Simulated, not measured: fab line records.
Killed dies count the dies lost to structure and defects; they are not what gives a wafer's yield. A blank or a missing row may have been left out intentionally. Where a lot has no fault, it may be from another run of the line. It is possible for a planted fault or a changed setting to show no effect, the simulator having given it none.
A lot that was struck, set against a sound lot -- flow n5-finfet -- 24 steps out of a route of 1938
Sound: these wafers, L291.2, L291.4, L291.5. The struck wafers were L308.2, L308.5, L308.6. Last of all comes the cause.
For every step that has rows: the tool of each side, followed by ch and its chambers, followed by its first start. Under that, the readings that differ: sound wafers -- struck wafers -- difference of the means -- sigmas: that difference in standard deviations of wafers without a fault.
alike: readings with means less than 2 such deviations apart, plus words and numbers identical on both sides. not compared: withheld readings, readings lacking a value on some wafer, bounds such as >300 that could conceal the same value, and numbers that have no deviation in the record and whose values overlap.
Wherever a step has rows on one side only, a row that says differs or no value, or a row with sigmas, the two part there. When numbers do not overlap yet have no deviation, they are printed without sigmas and do not part them. A reading that every wafer of one side lacks parts them only if that side has two wafers or more.

first, 11 steps without rows for these wafers: N5_DUMMY_REMOVAL_PRECLEAN_07 (cleans in dHF, time 30 s); N5_DUMMY_REMOVAL_DUMMY_REMOVE_02 (chemistry TMAH, target poly-Si, stops on SiO2, target depth 142 nm, time 57 s, rinse time 30 s); N5_DUMMY_REMOVAL_PRECLEAN_08 (cleans in NF3:NH3, afs cycles 2, time 20 s, sublimation time 60 s); N5_DUMMY_REMOVAL_PRECLEAN_04 (cleans in DHF, time 37 s); N5_DUMMY_REMOVAL_SRD_05 (time 30 s); N5_HKMG_FIN_IL_REGROW_00 (material SiO2, chemistry O3, target thk 0.75 nm, time 30 s); N5_HKMG_FIN_HK_ALD_01 (deposits HfO2, target thk 1.6 nm, pulse time 3 s, purge time 3 s); N5_HKMG_FIN_HK_ANNEAL_02 (time 30 s); N5_HKMG_FIN_ALD_74 (deposits La2O3, target thk 0.5 nm, pulse time 6 s, co reactant pulse time 1 s); N5_HKMG_FIN_ALD_75 (deposits Al2O3, target thk 1 nm, co reactant pulse time 1 s); N5_HKMG_FIN_COAT_41 (time 60 s, resist thk 300 nm).
N5_HKMG_FIN_COAT_42: time 60 s, resist thk 35 nm.
  sound on litho-track-05 ch 0, day 4 22:59; struck on litho-track-03 ch 0, day 9 06:06
reading,sound,struck,difference,sigmas
spin-speed-rpm (rpm),1499.8 1501.6 1501.5,1687.0 1686.8 1688.2,+186.4,+99 or more
model.SiARC_of_HKMG_FIN_COAT_42.thk-nm (nm),35 35 34.8,33 33.2 33,-2,
  alike: dispense-pressure-kPa
then, 7 steps without rows for these wafers: N5_HKMG_FIN_COAT_43 (resist thk 90 nm); N5_HKMG_FIN_EBR_45; N5_HKMG_FIN_SOFTBAKE_44 (time 60 s); N5_HKMG_FIN_EXPOSE_46 (exposes mask NDIPOLE); N5_HKMG_FIN_PEB_47 (peb time 60 s); N5_HKMG_FIN_DEVELOP_48 (develop time 30 s); N5_HKMG_FIN_DESCUM_53 (chemistry O2, time 7.9 s).
N5_HKMG_FIN_ETCH_54: etches SiARC in CF4, target depth 45.5 nm, time 75.8 s.
  sound on rie-diel-03 ch 0,3, day 4 23:35; struck on rie-diel-04 ch 1,2,3, day 9 06:28
reading,sound,struck,difference,sigmas
etch-rf-on-time-s (s),74.9 75.0 74.4,70.8 71.3 72.0,-3.4,-3
model.etch.depth-nm (nm),34.91 34.91 34.86,32.99 33.12 32.95,-1.87,
model.CAR-ArF_of_HKMG_FIN_COAT_43.thk-nm (nm),51 50.8 50.8,52.4 52.2 52.4,+1.5,
  alike: cf4-flow-sccm, drypump-motor-current-A, oes-product-au, rf-vpp-V, showerhead-plenum-p-Torr, throttle-valve-pct
  not compared: rf-hours-counter-h
N5_HKMG_FIN_ETCH_55: etches SOC in N2/H2, target depth 240 nm, time 300 s.
  sound on rie-diel-03 ch 0,3, day 4 23:38; struck on rie-diel-04 ch 1,2,3, day 9 06:31
reading,sound,struck,difference,sigmas
model.SiARC_of_HKMG_FIN_COAT_42.thk-nm (nm),21.4 21.8 21.4,18.8 19.2 19,-2.5,
  alike: drypump-motor-current-A, oes-product-au, rf-vpp-V, showerhead-plenum-p-Torr, throttle-valve-pct
  not compared: rf-hours-counter-h
then, 1 step without rows for these wafers: N5_HKMG_FIN_STRIP_56 (strips in N2/H2).
-- record jumps: 4 days separate the struck wafers' starts on either side; left off in module HKMG_FIN, taken up again in module BEOL_M4, whose first shown step is the route's number 1111 --
N5_BEOL_M4_RC_MEAS_101:
  sound on prober-02 ch 0, day 8 10:20; struck on prober-01 ch 0, day 13 14:21
  alike: DIBL_N, DIBL_P, IOFF_N, IOFF_P, ION_N, ION_P, SS_N, SS_P, VT_N, VT_P
then, 1 step without rows for these wafers: N5_PASSIVATION_PROBE_49.

== WHERE THEY PART ==
Earliest at N5_HKMG_FIN_COAT_42; latest, in this record, at N5_HKMG_FIN_ETCH_54. Later steps at which nothing parts them and some readings are alike: N5_HKMG_FIN_ETCH_55, N5_BEOL_M4_RC_MEAS_101.

WHY: the cause the simulator had injected
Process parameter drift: litho-track-03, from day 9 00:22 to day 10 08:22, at N5_HKMG_FIN_COAT_42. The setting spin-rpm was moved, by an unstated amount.
